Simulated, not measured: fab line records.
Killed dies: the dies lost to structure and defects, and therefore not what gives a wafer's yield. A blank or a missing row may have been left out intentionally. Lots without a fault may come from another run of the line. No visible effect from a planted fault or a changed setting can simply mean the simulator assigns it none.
fab line records | flow n5Finfet
record lots=8 | wafers=24 | lastDay=20
route steps=1938 shown STI_FIN_REVEAL@204 DUMMY_GATE@218 SPACER0@261 SD_EPI_N@272 BEOL_M4@1111 PASSIVATION@1936
lots untouched by any fault: they come from a run of this same line in which no faults occurred
startH: hours from the record's opening day to when the first of the lot's shown wafers began | waitH: hours elapsed since this lot's preceding step | " identical to the entry in the row above | L1.1+2: one row covering several wafers at once | - no value, or no start was given | * or withheld: withheld | < > ~ a bound
route shown NAME@n: a module of which the file shows steps, and the number in the route of the first | usual: mean/standard deviation of fault-free wafers | same: alike in all rows | chamber/n: place in a boat | sites: per-site readings | _std_site: their standard deviation | _edge_site: inner sites' mean taken away from outer sites' mean | radiusMm: for every site, how far away it sits from the centre of the wafer | mask NAME#n: copy n | behind: the tool/chamber that last shaped the wafer | hold: why the lot was held/for how many hours/how that ended | device: which transistor (n, p or np) failed to switch | end of line: the tests these same wafers got at the end of their route | a step given without rows: its recipe and nothing more | killed: the dies lost at the first sort to structure and to defects; this is not the yield of the wafer | map: the dies of a wafer, with x for killed, . for not killed, _ for no die there
set.NAME: the setting that was run; set.NAME@STEP: the one run at that earlier step | model.NAME: the simulator's own value behind a step, which no gauge read
steps of the route over a sample of lots; a table a step, a row a wafer
services: a tool's chamber out of use, with start hour (startH, from the record's first day; less than 0 if before it), hours out, and reason
## steps
# step N5_STI_FIN_REVEAL_OXIDATION_33
# recipe chemistry=O2_PLASMA_REMOTE | tempC=150 | timeS=20 | pressureMtorr=1000 | sourcePowerW=2000 | o2FlowSccm=3000
# usual drypumpMotorCurrentA=5.9/0.37 | heaterPowerW=138/20
lot.wafer | tool           | chamber | startH | waitH | drypumpMotorCurrentA | heaterPowerW | rfHoursCounterH
L522.1    | plasmaAsher-01 | 0       | 61.39  | 0.0   | 5.7                  | 114          | 78
L522.5    | "              | 0       | "      | "     | 5.7                  | 113          | -
L522.6    | "              | 1       | "      | "     | 5.5                  | 152          | -
L525.4    | plasmaAsher-02 | 0       | 80.72  | 0.7   | 6.1                  | 167          | -
L525.5    | "              | 1       | "      | "     | 6.4                  | 130          | -
L525.6    | "              | 0       | "      | "     | 6.1                  | 166          | -
L526.2    | plasmaAsher-02 | 0       | 86.05  | 0.0   | 6.1                  | 163          | 42
L526.4    | "              | 0       | "      | "     | 6.1                  | 164          | -
L526.5    | "              | 0       | "      | "     | 6.1                  | 161          | -
L527.4    | plasmaAsher-02 | 1       | 91.51  | 0.0   | 6.4                  | 125          | -
L527.5    | "              | 0       | "      | "     | 6.1                  | 160          | -
L527.6    | "              | 1       | "      | "     | 6.4                  | 125          | -
L528.1    | plasmaAsher-01 | 0       | 97.32  | 0.0   | 5.8                  | 113          | 80
L528.2    | "              | 1       | "      | "     | 5.5                  | 147          | 80
L528.4    | "              | 1       | "      | "     | 5.5                  | 150          | -
L539.3    | plasmaAsher-01 | 1       | 163.60 | 0.0   | 5.4                  | 150          | -
L539.4    | "              | 0       | "      | "     | 5.8                  | 115          | -
L539.6    | "              | 1       | "      | "     | 5.5                  | 151          | -
L540.2    | plasmaAsher-01 | 1       | 168.53 | 0.1   | 5.5                  | 151          | 93
L540.4    | "              | 0       | "      | "     | 5.8                  | 112          | -
L540.6    | "              | 0       | "      | "     | 5.8                  | 112          | -
L541.1    | plasmaAsher-01 | 1       | 175.87 | 0.0   | 5.5                  | 150          | 94
L541.2    | "              | 0       | "      | "     | 5.7                  | 116          | 94
L541.6    | "              | 0       | "      | "     | 5.8                  | 112          | -
# step N5_STI_FIN_REVEAL_CD_MEAS_22
# recipe targetCdNm=6.238 | pitchNm=28 | polarity=line
# usual cdNm=6.21/0.23
lot.wafer | tool     | chamber | startH | waitH | cdNm
L522.1    | cdSem-02 | -       | 61.56  | 0.0   | 6.12
L522.5    | "        | -       | "      | "     | 5.80
L522.6    | "        | -       | "      | "     | 6.26
L525.4    | cdSem-02 | -       | 80.87  | 0.0   | 6.43
L525.5    | "        | -       | "      | "     | 5.83
L525.6    | "        | -       | "      | "     | 6.04
L526.2    | cdSem-02 | -       | 86.21  | 0.0   | 6.55
L526.4    | "        | -       | "      | "     | 6.44
L526.5    | "        | -       | "      | "     | 5.96
L527.4    | cdSem-02 | -       | 91.66  | 0.0   | 6.40
L527.5    | "        | -       | "      | "     | 5.88
L527.6    | "        | -       | "      | "     | 6.49
L528.1    | cdSem-03 | -       | 97.48  | 0.0   | 5.82
L528.2    | "        | -       | "      | "     | 6.40
L528.4    | "        | -       | "      | "     | 6.50
L539.3    | cdSem-03 | -       | 163.74 | 0.0   | 6.34
L539.4    | "        | -       | "      | "     | 6.03
L539.6    | "        | -       | "      | "     | 6.08
L540.2    | cdSem-01 | -       | 168.70 | 0.0   | 6.03
L540.4    | "        | -       | "      | "     | 6.45
L540.6    | "        | -       | "      | "     | 6.10
L541.1    | cdSem-01 | -       | 176.03 | 0.0   | 6.25
L541.2    | "        | -       | "      | "     | 6.16
L541.6    | "        | -       | "      | "     | 6.06
# step N5_DUMMY_GATE_CMP_04
# recipe material=a-Si | postCmpClean=alkalineBrush
# usual edgeZonePressureFrac=0.999/0.005 | motorCurrentA=10.0/0.71 | retainingRingPressureFrac=1.000/0.0056 | timeToEndpointS=13.1/2.1
lot.wafer | tool   | chamber | startH | waitH | edgeZonePressureFrac | motorCurrentA | retainingRingPressureFrac | timeToEndpointS
L522.1    | cmp-02 | 1       | 65.70  | 0.1   | 0.994                | 9.0           | 1.003                     | 10.2
L522.5    | "      | 2       | "      | "     | 0.997                | 9.8           | 1.002                     | 10.7
L522.6    | "      | 3       | "      | "     | 0.997                | 9.8           | 0.996                     | 11.3
L525.4    | cmp-02 | 2       | 84.93  | 0.0   | 1.005                | 9.8           | 1.001                     | 14.3
L525.6    | "      | 2       | "      | "     | 0.999                | 9.1           | 0.992                     | 15.7
L525.5    | "      | 3       | "      | "     | 0.998                | 10.1          | 1.006                     | 13.6
L526.2    | cmp-02 | 2       | 90.33  | 0.1   | 0.999                | 10.0          | 1.002                     | 9.6
L526.4    | "      | 3       | "      | "     | 0.993                | 9.7           | 1.010                     | 12.9
L526.5    | "      | 1       | "      | "     | 1.001                | 9.4           | 0.987                     | 6.8
L527.4    | cmp-02 | 0       | 95.78  | 0.1   | 1.004                | 9.8           | 1.006                     | 14.0
L527.5    | "      | 2       | "      | "     | 0.994                | 9.7           | 1.007                     | 13.0
L527.6    | "      | 3       | "      | "     | 1.009                | 9.5           | 1.001                     | 12.2
L528.2    | cmp-02 | 3       | 103.43 | 0.0   | 0.997                | 10.0          | 1.004                     | 14.7
L528.4    | "      | 0       | "      | "     | 0.999                | 10.0          | 0.995                     | 13.2
L528.1    | "      | 2       | "      | "     | 1.000                | 10.2          | 0.995                     | 14.1
L539.3    | cmp-01 | 2       | 168.70 | 0.1   | 0.999                | 11.0          | 0.996                     | 15.1
L539.4    | "      | 3       | "      | "     | 1.001                | 9.8           | 0.997                     | 13.6
L539.6    | "      | 0       | "      | "     | 1.002                | 11.4          | 1.001                     | 15.0
L540.2    | cmp-02 | 3       | 176.55 | 0.0   | 1.002                | 10.2          | 0.997                     | 15.2
L540.4    | "      | 0       | "      | "     | 1.011                | 10.1          | 1.005                     | 15.7
L540.6    | "      | 0       | "      | "     | 1.007                | 9.6           | 1.004                     | 13.9
L541.1    | cmp-02 | 1       | 180.68 | 0.1   | 0.993                | 8.9           | 1.012                     | 13.9
L541.2    | "      | 2       | "      | "     | 1.002                | 10.3          | 0.997                     | 16.3
L541.6    | "      | 1       | "      | "     | 1.001                | 9.3           | 1.000                     | 12.9
# step N5_DUMMY_GATE_INSPECT_17
# recipe mode=adi | inspectInstrument=brightfield
# usual rawDefectCount=226/62
lot.wafer | tool             | chamber | startH | waitH | rawDefectCount
L522.1    | defectInspect-01 | -       | 70.30  | 0.1   | 230
L522.5    | "                | -       | "      | "     | 217
L522.6    | "                | -       | "      | "     | 258
L525.4    | defectInspect-01 | -       | 89.56  | 0.0   | 191
L525.5    | "                | -       | "      | "     | 173
L525.6    | "                | -       | "      | "     | 198
L526.2    | defectInspect-01 | -       | 96.99  | 0.0   | 1023
L526.4    | "                | -       | "      | "     | 295
L526.5    | "                | -       | "      | "     | 284
L527.4    | defectInspect-01 | -       | 100.48 | 0.0   | 225
L527.5    | "                | -       | "      | "     | 1060
L527.6    | "                | -       | "      | "     | 245
L528.1    | defectInspect-01 | -       | 108.09 | 0.1   | 1155
L528.2    | "                | -       | "      | "     | 388
L528.4    | "                | -       | "      | "     | 244
L539.3    | defectInspect-01 | -       | 173.41 | 0.0   | 322
L539.4    | "                | -       | "      | "     | 205
L539.6    | "                | -       | "      | "     | 215
L540.2    | defectInspect-01 | -       | 183.81 | 0.0   | 208
L540.4    | "                | -       | "      | "     | 268
L540.6    | "                | -       | "      | "     | 201
L541.1    | defectInspect-02 | -       | 185.42 | 0.1   | 184
L541.2    | "                | -       | "      | "     | 302
L541.6    | "                | -       | "      | "     | 227
# step N5_DUMMY_GATE_STRIP_40
# recipe chemistry=CF4 | resist=SiARC | powerW=300 | biasPowerW=75 | pressureMtorr=50 | cf4FlowSccm=150 | rfFrequencyHz=6e+07
# usual drypumpMotorCurrentA=5.7/0.39 | oesProductAu=0.76/0.085 | rfVppV=271.4/1.7 | showerheadPlenumPTorr=1.80/0.068 | throttleValvePct=13.61/0.23
lot.wafer | tool       | chamber | startH | waitH | drypumpMotorCurrentA | oesProductAu | rfHoursCounterH | rfVppV | showerheadPlenumPTorr | throttleValvePct
L522.1    | rieDiel-02 | 0       | 71.13  | 0.2   | 5.6                  | 0.70         | 234             | 271.7  | 1.84                  | 14.06
L522.5    | "          | 2       | "      | "     | 5.4                  | 0.68         | -               | 271.8  | 1.84                  | 13.77
L522.6    | "          | 1       | "      | "     | 4.9                  | 0.68         | -               | 268.5  | 1.77                  | 13.81
L525.4    | rieDiel-01 | 1       | 89.92  | 0.1   | 5.8                  | 0.67         | 243             | 269.3  | 1.70                  | 14.02
L525.5    | "          | 0       | "      | "     | 6.1                  | 0.76         | -               | 272.6  | 1.86                  | 13.59
L525.6    | "          | 1       | "      | "     | 5.8                  | 0.67         | -               | 269.8  | 1.70                  | 14.01
L526.2    | rieDiel-04 | 3       | 97.35  | 0.1   | 6.4                  | 0.80         | 93              | 267.6  | 1.67                  | 13.39
L526.4    | "          | 1       | "      | "     | 5.5                  | 0.78         | 111             | 271.6  | 1.80                  | 13.43
L526.5    | "          | 1       | "      | "     | 5.5                  | 0.77         | -               | 271.4  | 1.80                  | 13.43
L527.4    | rieDiel-01 | 1       | 100.95 | 0.1   | 5.8                  | 0.66         | 248             | 268.0  | 1.70                  | 14.05
L527.5    | "          | 3       | "      | "     | 5.4                  | 0.75         | -               | 272.0  | 1.86                  | 13.78
L527.6    | "          | 2       | "      | "     | 6.0                  | 0.70         | -               | 268.7  | 1.71                  | 13.58
L528.1    | rieDiel-04 | 0       | 108.54 | 0.1   | 5.1                  | 0.87         | 33              | 270.2  | 1.76                  | 13.56
L528.2    | "          | 1       | "      | "     | 5.5                  | 0.77         | 114             | 273.6  | 1.80                  | 13.46
L528.4    | "          | 2       | "      | "     | 5.9                  | 0.69         | 200             | 272.3  | 1.85                  | 13.54
L539.3    | rieDiel-04 | 2       | 173.90 | 0.2   | 5.9                  | 0.68         | 220             | 272.2  | 1.84                  | 13.59
L539.4    | "          | 3       | "      | "     | 6.4                  | 0.79         | 117             | 270.2  | 1.66                  | 13.43
L539.6    | "          | 3       | "      | "     | 6.4                  | 0.78         | -               | 267.4  | 1.66                  | 13.44
L540.2    | rieDiel-02 | 3       | 184.16 | 0.1   | 6.1                  | 0.83         | 79              | 272.5  | 1.81                  | 13.19
L540.4    | "          | 1       | "      | "     | 4.9                  | 0.91         | 15              | 269.4  | 1.76                  | 13.28
L540.6    | "          | 2       | "      | "     | 5.4                  | 0.96         | -               | 272.0  | 1.83                  | 13.26
L541.1    | rieDiel-01 | 1       | 186.05 | 0.3   | 5.8                  | 0.92         | 15              | 274.0  | 1.90                  | 13.52
L541.2    | "          | 3       | "      | "     | 5.4                  | 0.73         | 188             | 272.0  | 1.85                  | 13.84
L541.6    | "          | 1       | "      | "     | 5.8                  | 0.92         | -               | 273.8  | 1.90                  | 13.51
# step N5_DUMMY_GATE_INSPECT_27
# recipe inspectInstrument=brightfield | mode=aei
# usual rawDefectCount=341/93
lot.wafer | tool             | chamber | startH | waitH | rawDefectCount
L522.1    | defectInspect-01 | -       | 72.02  | 0.0   | 328
L522.5    | "                | -       | "      | "     | 346
L522.6    | "                | -       | "      | "     | 373
L525.4    | defectInspect-02 | -       | 90.75  | 0.0   | 290
L525.5    | "                | -       | "      | "     | 256
L525.6    | "                | -       | "      | "     | 311
L526.2    | defectInspect-02 | -       | 98.18  | 0.0   | 1109
L526.4    | "                | -       | "      | "     | 448
L526.5    | "                | -       | "      | "     | 399
L527.4    | defectInspect-02 | -       | 101.78 | 0.0   | 332
L527.5    | "                | -       | "      | "     | 1150
L527.6    | "                | -       | "      | "     | 351
L528.1    | defectInspect-01 | -       | 109.37 | 0.0   | 1272
L528.2    | "                | -       | "      | "     | 602
L528.4    | "                | -       | "      | "     | 380
L539.3    | defectInspect-01 | -       | 174.76 | 0.0   | 511
L539.4    | "                | -       | "      | "     | 313
L539.6    | "                | -       | "      | "     | 311
L540.2    | defectInspect-01 | -       | 184.99 | 0.0   | 311
L540.4    | "                | -       | "      | "     | 409
L540.6    | "                | -       | "      | "     | 358
L541.1    | defectInspect-02 | -       | 186.97 | 0.0   | 278
L541.2    | "                | -       | "      | "     | 437
L541.6    | "                | -       | "      | "     | 325
# step N5_SPACER0_INSPECT_04
# recipe inspectInstrument=darkfield | mode=postDep
# usual rawDefectCount=159/40
lot.wafer | tool             | chamber | startH | waitH | rawDefectCount
L522.1    | defectInspect-01 | -       | 72.62  | 0.1   | 171
L522.5    | "                | -       | "      | "     | 158
L522.6    | "                | -       | "      | "     | 134
L525.4    | defectInspect-02 | -       | 91.35  | 0.0   | 138
L525.5    | "                | -       | "      | "     | 164
L525.6    | "                | -       | "      | "     | 144
L526.2    | defectInspect-01 | -       | 99.07  | 0.1   | 975
L526.4    | "                | -       | "      | "     | 210
L526.5    | "                | -       | "      | "     | 188
L527.4    | defectInspect-01 | -       | 102.39 | 0.1   | 156
L527.5    | "                | -       | "      | "     | 1003
L527.6    | "                | -       | "      | "     | 164
L528.1    | defectInspect-01 | -       | 109.97 | 0.1   | 1033
L528.2    | "                | -       | "      | "     | 227
L528.4    | "                | -       | "      | "     | 154
L539.3    | defectInspect-01 | -       | 175.37 | 0.1   | 204
L539.4    | "                | -       | "      | "     | 127
L539.6    | "                | -       | "      | "     | 167
L540.2    | defectInspect-02 | -       | 188.20 | 0.1   | 133
L540.4    | "                | -       | "      | "     | 169
L540.6    | "                | -       | "      | "     | 130
L541.1    | defectInspect-02 | -       | 189.37 | 0.1   | 119
L541.2    | "                | -       | "      | "     | 226
L541.6    | "                | -       | "      | "     | 173
# step N5_SD_EPI_N_INSPECT_11
# recipe mode=adi | inspectInstrument=macro
# usual rawDefectCount=2.0/1.4
lot.wafer | tool             | chamber | startH | waitH | rawDefectCount
L522.1    | defectInspect-01 | -       | 73.08  | 0.0   | 0
L522.5    | "                | -       | "      | "     | 1
L522.6    | "                | -       | "      | "     | 3
L525.4    | defectInspect-02 | -       | 91.80  | 0.0   | 4
L525.5    | "                | -       | "      | "     | 1
L525.6    | "                | -       | "      | "     | 1
L526.2    | defectInspect-01 | -       | 99.53  | 0.0   | >300
L526.4    | "                | -       | "      | "     | 4
L526.5    | "                | -       | "      | "     | 3
L527.4    | defectInspect-02 | -       | 102.84 | 0.0   | 6
L527.5    | "                | -       | "      | "     | >300
L527.6    | "                | -       | "      | "     | 2
L528.1    | defectInspect-01 | -       | 110.42 | 0.0   | >300
L528.2    | "                | -       | "      | "     | 3
L528.4    | "                | -       | "      | "     | 2
L539.3    | defectInspect-02 | -       | 175.82 | 0.0   | 1
L539.4    | "                | -       | "      | "     | 1
L539.6    | "                | -       | "      | "     | 1
L540.2    | defectInspect-01 | -       | 188.65 | 0.0   | 1
L540.4    | "                | -       | "      | "     | 4
L540.6    | "                | -       | "      | "     | 3
L541.1    | defectInspect-02 | -       | 189.82 | 0.0   | 4
L541.2    | "                | -       | "      | "     | 1
L541.6    | "                | -       | "      | "     | 2
# step N5_BEOL_M4_RC_MEAS_101
# usual DIBL_N=35.9/1.2 | DIBL_P=35.9/1.4 | IOFF_N=0.149/0.02 | IOFF_P=0.205/0.022 | ION_N=671/8.8 | ION_P=461/5.9 | SS_N=71.4/0.51 | SS_P=73.2/0.56 | VT_N=250.6/2.5 | VT_P=-250.1/2.3
lot.wafer | tool      | chamber | startH | waitH | DIBL_N[mV/V] | DIBL_P[mV/V] | IOFF_N[nA/um] | IOFF_P[nA/um] | ION_N[uA/um] | ION_P[uA/um] | SS_N[mV/dec] | SS_P[mV/dec] | VT_N[mV] | VT_P[mV]
L522.1    | prober-02 | 0       | 243.12 | 0.0   | 33.7         | 35.3         | 0.114         | 0.181         | 653          | 453          | 70.9         | 73.1         | 253.2    | -251.4
L522.5    | "         | 0       | "      | "     | 35.6         | 38.1         | 0.147         | 0.214         | 666          | 458          | 72.0         | 73.2         | 251.1    | -251.1
L522.6    | "         | 0       | "      | "     | 34.3         | 35.7         | 0.121         | 0.177         | 650          | 452          | 71.3         | 72.8         | 255.3    | -254.3
L525.4    | prober-01 | 0       | 253.24 | 0.5   | 37.7         | 37.6         | 0.175         | 0.237         | 677          | 463          | 71.7         | 73.6         | 248.1    | -246.1
L525.5    | "         | 0       | "      | "     | 35.8         | 34.8         | 0.132         | 0.182         | 656          | 456          | 70.9         | 72.5         | 253.0    | -252.9
L525.6    | "         | 0       | "      | "     | 34.8         | 33.9         | 0.124         | 0.183         | 663          | 462          | 71.2         | 72.8         | 251.9    | -248.7
L527.4    | prober-01 | 0       | 261.62 | 0.5   | 35.7         | 36.0         | 0.151         | 0.183         | 675          | 460          | 71.8         | 74.0         | 249.8    | -251.0
L527.5    | "         | 0       | "      | "     | 36.9         | 36.2         | 0.166         | 0.192         | 676          | 461          | 71.2         | 72.9         | 249.4    | -253.4
L527.6    | "         | 0       | "      | "     | 35.2         | 35.9         | 0.150         | 0.193         | 674          | 462          | 71.6         | 73.8         | 251.1    | -250.8
L526.2    | prober-02 | 0       | 267.71 | 0.2   | 34.4         | 35.5         | 0.147         | 0.193         | 679          | 461          | 71.5         | 72.5         | 254.3    | -250.5
L526.4    | "         | 0       | "      | "     | 34.5         | 35.3         | 0.139         | 0.184         | 665          | 457          | 71.4         | 72.9         | 253.7    | -250.7
L526.5    | "         | 0       | "      | "     | 35.1         | 35.6         | 0.145         | 0.199         | 662          | 458          | 71.7         | 72.9         | 252.4    | -251.1
L528.1    | prober-02 | 0       | 277.66 | 0.1   | 37.0         | 35.8         | 0.146         | 0.185         | 669          | 450          | 71.9         | 73.0         | 253.8    | -253.3
L528.2    | "         | 0       | "      | "     | 36.9         | 34.5         | 0.152         | 0.175         | 663          | 448          | 72.6         | 73.0         | 252.3    | -252.4
L528.4    | "         | 0       | "      | "     | 37.1         | 35.2         | 0.149         | 0.183         | 657          | 453          | 72.6         | 73.0         | 251.9    | -252.8
L540.2    | prober-01 | 0       | 323.70 | 0.2   | 34.6         | 33.9         | 0.118         | 0.166         | 658          | 451          | 71.4         | 72.5         | 255.1    | -253.8
L540.4    | "         | 0       | "      | "     | 37.2         | 36.8         | 0.165         | 0.211         | 676          | 461          | 71.7         | 73.7         | 248.7    | -246.3
L540.6    | "         | 0       | "      | "     | 34.8         | 34.6         | 0.129         | 0.175         | 665          | 456          | 71.1         | 72.6         | 254.3    | -252.8
L539.3    | prober-02 | 0       | 340.11 | 0.3   | 35.6         | 35.4         | 0.138         | 0.189         | 679          | 462          | 71.5         | 73.1         | 250.3    | -253.0
L539.4    | "         | 0       | "      | "     | 36.9         | 37.1         | 0.156         | 0.223         | 673          | 460          | 71.5         | 73.9         | 247.9    | -248.4
L539.6    | "         | 0       | "      | "     | 36.2         | 35.8         | 0.145         | 0.202         | 665          | 456          | 71.6         | 72.9         | 247.4    | -251.8
L541.1    | prober-02 | 0       | 360.66 | 0.0   | 37.5         | 35.7         | 0.171         | 0.244         | 680          | 473          | 71.2         | 74.4         | 247.1    | -247.2
L541.2    | "         | 0       | "      | "     | 36.5         | 34.1         | 0.145         | 0.216         | 664          | 461          | 71.5         | 74.0         | 249.7    | -248.4
L541.6    | "         | 0       | "      | "     | 36.1         | 34.7         | 0.144         | 0.222         | 673          | 470          | 71.0         | 73.2         | 249.8    | -246.4
# step N5_PASSIVATION_PROBE_49
# usual defectLimitedYield=91.1/1.4 | killed_at_M0_to_M3=34/10 | killed_at_M4_up=14/5.5 | killedAtContacts=12/5.1 | killedAtFrontEnd=41/12 | killedAtOther=4/3.1 | killedDies=105/17 | killedOnRim=13/3.7 | killedOpen=70/13 | killedShort=33/7.6 | sort_bin_5_function=5.3/0.98 | sort_bin_6_memory=3.3/0.67 | sortNPass=1075/17 | sortYieldPct=91.1/1.4
# same grossDies=1180 | killedAtBackSide=0 | sort_bin_4_leakage[%]=0 | sort_bin_8_speed[%]=0
lot.wafer | tool      | chamber | startH | waitH | defectLimitedYield[%] | killed_at_M0_to_M3 | killed_at_M4_up | killedAtContacts | killedAtFrontEnd | killedAtOther | killedDies | killedOnRim | killedOpen | killedShort | sort_bin_5_function[%] | sort_bin_6_memory[%] | sortNPass | sortYieldPct[%]
L527.4    | prober-01 | -       | 363.30 | 0.2   | 92.1                  | 34                 | 12              | 3                | 44               | 0             | 93         | 9           | 59         | 34          | 4.2                    | 3.1                  | 1087      | 92.1
L527.5    | prober-01 | -       | 363.35 | 0.2   | 46.4                  | 20                 | 4               | 7                | 600              | 1             | 632        | 85          | 39         | 21          | 35.4                   | 14.7                 | 548       | 46.4
L527.6    | prober-01 | -       | 363.40 | 0.3   | 90.7                  | 15                 | 9               | 10               | 75               | 1             | 110        | 9           | 72         | 38          | 5.6                    | 3.5                  | 1070      | 90.7
L526.2    | prober-02 | -       | 373.10 | 0.1   | 47.5                  | 17                 | 20              | 4                | 579              | 0             | 620        | 83          | 33         | 24          | 32.8                   | 15.9                 | 560       | 47.5
L526.4    | prober-02 | -       | 373.20 | 0.2   | 92.3                  | 17                 | 15              | 17               | 39               | 3             | 91         | 10          | 61         | 27          | 3.9                    | 3.5                  | 1089      | 92.3
L526.5    | prober-02 | -       | 373.25 | 0.2   | 93.7                  | 18                 | 10              | 15               | 31               | 0             | 74         | 8           | 54         | 18          | 4.1                    | 1.9                  | 1106      | 93.7
L528.1    | prober-02 | -       | 383.20 | 0.0   | 44.0                  | 25                 | 16              | 9                | 604              | 7             | 661        | 82          | 60         | 40          | 34.4                   | 16.5                 | 519       | 44.0
L528.2    | prober-02 | -       | 383.25 | 0.1   | 92.2                  | 31                 | 16              | 12               | 31               | 2             | 92         | 12          | 60         | 32          | 4.8                    | 2.9                  | 1088      | 92.2
L528.4    | prober-02 | -       | 383.35 | 0.2   | 89.7                  | 23                 | 26              | 18               | 51               | 3             | 121        | 14          | 81         | 39          | 6.4                    | 3.6                  | 1059      | 89.7
# killed by level:class
L527.4 FIN_SAQP:geometricParticle:open=12 BEOL_M0_SAQP:geometricParticle:short=10 FIN_SAQP:geometricParticle:short=7 BEOL_M0_SAQP:geometricParticle:open=7 BEOL_M4:geometricParticle:open=5 STI_FIN_REVEAL:geometricParticle:open=4 BEOL_M1:geometricParticle:open=4 BEOL_M3:geometricParticle:open=4
L527.5 DUMMY_GATE:unspecified=572 STI_FIN_REVEAL:geometricParticle:open=8 MOL_CONTACT_COAG:geometricParticle:open=7 FIN_SAQP:geometricParticle:short=5 BEOL_M0_SAQP:geometricParticle:short=5 BEOL_M1:geometricParticle:open=5 FIN_SAQP:geometricParticle:open=3 BEOL_M3:geometricParticle:short=3
L527.6 FIN_SAQP:geometricParticle:open=29 FIN_SAQP:geometricParticle:short=18 MOL_CONTACT_COAG:geometricParticle:open=7 ILD0:geometricParticle:short=5 DUMMY_GATE:geometricParticle:open=5 GATE_CUT:geometricParticle:short=4 BEOL_M5:geometricParticle:open=4 ILD0:geometricParticle:open=3
L526.2 DUMMY_GATE:unspecified=562 STI_FIN_REVEAL:geometricParticle:open=5 BEOL_M4:geometricParticle:open=5 BEOL_M0_SAQP:geometricParticle:short=4 BEOL_M4:geometricParticle:short=4 MOL_CONTACT_COAG:geometricParticle:open=3 BEOL_M1:geometricParticle:open=3 BEOL_M1:geometricParticle:short=3
L526.4 MOL_CONTACT_COAG:geometricParticle:open=14 BEOL_M4:geometricParticle:open=10 GATE_CUT:geometricParticle:short=9 BEOL_M3:geometricParticle:open=6 GATE_CUT:geometricParticle:open=5 BEOL_M0_SAQP:geometricParticle:open=5 STI_FIN_REVEAL:geometricParticle:open=4 ILD0:geometricParticle:short=4
L526.5 MOL_CONTACT_COAG:geometricParticle:open=14 STI_FIN_REVEAL:geometricParticle:open=13 BEOL_M1:geometricParticle:open=8 GATE_CUT:geometricParticle:short=5 BEOL_M0_SAQP:geometricParticle:open=4 BEOL_M3:geometricParticle:short=3 BEOL_M5:geometricParticle:short=3 BEOL_M5:geometricParticle:open=3
L528.1 DUMMY_GATE:unspecified=561 STI_FIN_REVEAL:geometricParticle:open=11 BEOL_M0_SAQP:geometricParticle:open=10 BEOL_M0_SAQP:geometricParticle:short=8 BEOL_M4:geometricParticle:open=7 FIN_SAQP:geometricParticle:short=6 FIN_SAQP:geometricParticle:open=6 MOL_CONTACT_COAG:geometricParticle:open=6
L528.2 BEOL_M0_SAQP:geometricParticle:short=11 MOL_CONTACT_COAG:geometricParticle:open=10 DUMMY_GATE:geometricParticle:open=8 BEOL_M4:geometricParticle:open=7 BEOL_M2:geometricParticle:open=6 GATE_CUT:geometricParticle:short=5 BEOL_M0_SAQP:geometricParticle:open=5 STI_FIN_REVEAL:geometricParticle:open=4
L528.4 FIN_SAQP:geometricParticle:open=13 MOL_CONTACT_COAG:geometricParticle:open=13 BEOL_M4:geometricParticle:open=12 DUMMY_GATE:geometricParticle:open=11 GATE_CUT:geometricParticle:short=8 BEOL_M0_SAQP:geometricParticle:open=7 MOL_CONTACT_COAG:geometricParticle:short=5 BEOL_M0_SAQP:geometricParticle:short=5
## services
tool           | chamber | startH | hours | kind
cmp-01         | -       | 40.40  | 8.4   | pm
rieDiel-04     | 1       | 41.38  | 19.2  | repair
rieDiel-04     | -       | 65.40  | 0.4   | repair
rieDiel-04     | -       | 67.56  | 0.6   | repair
plasmaAsher-01 | -       | 68.81  | 28.1  | pm
rieDiel-01     | -       | 69.78  | 2.8   | pm
rieDiel-02     | 1       | 84.66  | 13.2  | repair
cmp-01         | -       | 92.45  | 1.4   | repair
rieDiel-02     | 1       | 98.92  | -     | clean
rieDiel-02     | 1       | 98.92  | -     | consumableReplace:focusRing
rieDiel-02     | 1       | 98.92  | 20.8  | scheduledDown
rieDiel-02     | 1       | 98.92  | 20.8  | ventCycle
rieDiel-01     | 1       | 107.39 | -     | clean
rieDiel-01     | 1       | 107.39 | -     | consumableReplace:focusRing
rieDiel-01     | 1       | 107.39 | -     | consumableReplace:showerhead
rieDiel-01     | 1       | 107.39 | 22.1  | scheduledDown
rieDiel-01     | 1       | 107.39 | 22.1  | ventCycle
cmp-02         | -       | 115.37 | 5.6   | pm
cmp-02         | -       | 121.00 | 1.9   | repair
plasmaAsher-01 | -       | 124.96 | 2.9   | repair
cmp-01         | -       | 143.24 | 4.0   | pm
rieDiel-02     | -       | 153.92 | 15.6  | pm
cmp-01         | -       | 159.33 | 3.0   | repair
rieDiel-01     | 2       | 178.02 | 2.6   | repair
## key
firstSign step=N5_DUMMY_GATE_INSPECT_17 | reading=rawDefectCount | direction=up | sigmas=14 | usual=226 | struck=1079
effect step=N5_DUMMY_GATE_INSPECT_27 | reading=rawDefectCount | direction=up | sigmas=9 | usual=341 | struck=1177
effect step=N5_SPACER0_INSPECT_04 | reading=rawDefectCount | direction=up | sigmas=21 | usual=159 | struck=1004
effect step=N5_SD_EPI_N_INSPECT_11 | reading=rawDefectCount | direction=up | sigmas=99+ | usual=2.0 | struck=>300
effect step=N5_PASSIVATION_PROBE_49 | reading=killedAtFrontEnd | direction=up | sigmas=45 | usual=41 | struck=594
moreKillsBornAt N5_DUMMY_GATE_CMP_04@cmp-02=1695
metAt N5_DUMMY_GATE_CMP_04
struckLots L526,L527,L528
struckWafers L526.2,L527.5,L528.1
notActingAt N5_STI_FIN_REVEAL_OXIDATION_33,N5_STI_FIN_REVEAL_CD_MEAS_22,N5_DUMMY_GATE_STRIP_40
onsetBetween 84.93 90.33
fault kind=chamberParticleSource | tool=cmp-02 | chamber=2 | onsetH=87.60 | steps=N5_DUMMY_GATE_CMP_04 | ratePerVisitCm2=1.3006 | endH=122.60
